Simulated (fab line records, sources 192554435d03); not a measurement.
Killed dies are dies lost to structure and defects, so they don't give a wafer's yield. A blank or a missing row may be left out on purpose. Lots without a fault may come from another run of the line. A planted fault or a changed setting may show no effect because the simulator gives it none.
Split-lot experiment | flow n5_finfet | 7 lots, 39 wafers read, on a route of 1938 steps

THE SPLIT
At N5_BEOL_M0_SAQP_ETCH_106 (etches SOC in N2/H2, stops on SiNx, target depth 150 nm), the setting target_depth_a was moved away from the recipe's 1500 angstrom on 18 of the 39 wafers read, by -29.3% to +45.8%. The other wafers ran this setting at the recipe's value.

The file shows no step between the split and the reading.

THE READING
SOC_of_BEOL_M0_SAQP_COAT_105.thk_nm (the simulator's own value, which no gauge read), in nm, at N5_BEOL_M0_SAQP_ETCH_107 (etches SiNx in CH3F/O2, target depth 30 nm). The file gives no usual value for it. The 21 wafers here that ran the recipe average 12.9 nm, standard deviation 1.4 nm.

wafer  | tool, chamber at the split | target_depth_a as run, angstrom | against the recipe | SOC_of_BEOL_M0_SAQP_COAT_105.thk_nm, nm | against lot-mates on the recipe
L082.1 | rie_diel-02, 2             | 1143                            | -23.8%             | 30.4                                    | +17.9
L082.2 | rie_diel-02, 3             | 1500                            | recipe             | 11                                      | -
L082.3 | rie_diel-02, 0             | 1143                            | -23.8%             | 32                                      | +19.5
L082.4 | rie_diel-02, 1             | 1143                            | -23.8%             | 30.2                                    | +17.7
L082.5 | rie_diel-02, 1             | 1500                            | recipe             | 11.8                                    | -
L082.6 | rie_diel-02, 0             | 1500                            | recipe             | 14.6                                    | -
L087.1 | rie_diel-03, 2,3,1         | 2108                            | +40.5%             | 0                                       | -12.0
L087.4 | rie_diel-03, 2,3,1         | 2108                            | +40.5%             | 0                                       | -12.0
L087.6 | rie_diel-03, 2,3,1         | 2108                            | +40.5%             | 0                                       | -12.0
L087.2 | rie_diel-03, 0             | 1500                            | recipe             | 13.2                                    | -
L087.3 | rie_diel-03, 1,2           | 1500                            | recipe             | 11.2                                    | -
L087.5 | rie_diel-03, 1,2           | 1500                            | recipe             | 11.6                                    | -
L088.1 | rie_diel-02, 2             | 1500                            | recipe             | 15.6                                    | -
L088.3 | rie_diel-02, 3             | 1500                            | recipe             | 13.4                                    | -
L088.6 | rie_diel-02, 1             | 1500                            | recipe             | 13.8                                    | -
L091.1 | rie_diel-02, 3             | 1500                            | recipe             | 12.6                                    | -
L091.2 | rie_diel-02, 2,0,2         | 2187                            | +45.8%             | 0                                       | -12.9
L091.3 | rie_diel-02, 2,0,2         | 2187                            | +45.8%             | 0                                       | -12.9
L091.5 | rie_diel-02, 2,0,2         | 2187                            | +45.8%             | 0                                       | -12.9
L091.4 | rie_diel-02, 1             | 1500                            | recipe             | 13.4                                    | -
L091.6 | rie_diel-02, 3             | 1500                            | recipe             | 12.8                                    | -
L093.1 | rie_diel-06, 1             | 1500                            | recipe             | 15.4                                    | -
L093.2 | rie_diel-06, 2             | 1194                            | -20.4%             | 28                                      | +15.3
L093.3 | rie_diel-06, 3             | 1500                            | recipe             | 12                                      | -
L093.4 | rie_diel-06, 0             | 1194                            | -20.4%             | 26.8                                    | +14.1
L093.5 | rie_diel-06, 0             | 1500                            | recipe             | 10.8                                    | -
L093.6 | rie_diel-06, 1             | 1194                            | -20.4%             | 30.2                                    | +17.5
L094.1 | rie_diel-02, 2             | 1854                            | +23.6%             | 0                                       | -14.1
L094.2 | rie_diel-02, 1             | 1854                            | +23.6%             | 0                                       | -14.1
L094.3 | rie_diel-02, 0             | 1854                            | +23.6%             | 0                                       | -14.1
L094.4 | rie_diel-02, 3             | 1500                            | recipe             | 13.6                                    | -
L094.5 | rie_diel-02, 2             | 1500                            | recipe             | 14.2                                    | -
L094.6 | rie_diel-02, 3             | 1500                            | recipe             | 14.4                                    | -
L096.1 | rie_diel-03, 1             | 1500                            | recipe             | 11.6                                    | -
L096.2 | rie_diel-03, 2             | 1061                            | -29.3%             | 34.4                                    | +22.3
L096.3 | rie_diel-03, 0             | 1500                            | recipe             | 13.6                                    | -
L096.4 | rie_diel-03, 0             | 1061                            | -29.3%             | 35.8                                    | +23.7
L096.5 | rie_diel-03, 1             | 1500                            | recipe             | 11                                      | -
L096.6 | rie_diel-03, 2             | 1061                            | -29.3%             | 34.6                                    | +22.5
Where a row lists several chambers, the file gives one row for several wafers and doesn't say which wafer went through which chamber.

THE FIT
A straight line over all 39 wafers: SOC_of_BEOL_M0_SAQP_COAT_105.thk_nm changes by -0.473 nm for each +1% of target_depth_a; r = -0.94; the points scatter about the line by 3.9 nm.
The same after taking each lot's own level away (the mean of its wafers on the recipe; 39 wafers): -0.478 nm for each +1%; r = -0.93; scatter 4.2 nm.
On that fit, the largest move of target_depth_a shifts the reading by 22 nm.
The lots' own levels span 12.00 to 14.27 nm, that is 1.6 times the standard deviation above.
So the lot-to-lot level changes the slope little: the two slopes agree.
Check: with one of the wafers moved furthest among these (+45.8%) left out of the fit, the line predicts -20.1 nm for it against its lot-mates. It came out at -12.9 nm against them.

OTHER SPLITS ON THESE WAFERS
These wafers also went through other splits before the reading. Each is held against what the fit with the lots' levels taken away leaves over:
other split on the same wafers     | wafers away from the commonest value | r with SOC_of_BEOL_M0_SAQP_COAT_105.thk_nm (lot level and that fit taken away)
N5_GATE_CUT_HM_DEP_46 target_thk_a | 15                                   | +0.07

THE WHOLE CHAIN: every reading that the file lists as answering this split, in the file's order
step                     | what it does                                            | reading                                                                              | change (the file's fit)               | r (the file's)
N5_BEOL_M0_SAQP_ETCH_106 | etches SOC in N2/H2, stops on SiNx, target depth 150 nm | SOC_of_BEOL_M0_SAQP_COAT_105.thk_nm (the simulator's own value, which no gauge read) | -0.627 nm for each +1% of the setting | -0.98
N5_BEOL_M0_SAQP_ETCH_107 | etches SiNx in CH3F/O2, target depth 30 nm              | SOC_of_BEOL_M0_SAQP_COAT_105.thk_nm (the simulator's own value, which no gauge read) | -0.462 nm for each +1% of the setting | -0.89

THE FILE'S OWN FIT
SOC_of_BEOL_M0_SAQP_COAT_105.thk_nm changes by -0.462 nm for each +1% of target_depth_a, r = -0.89.
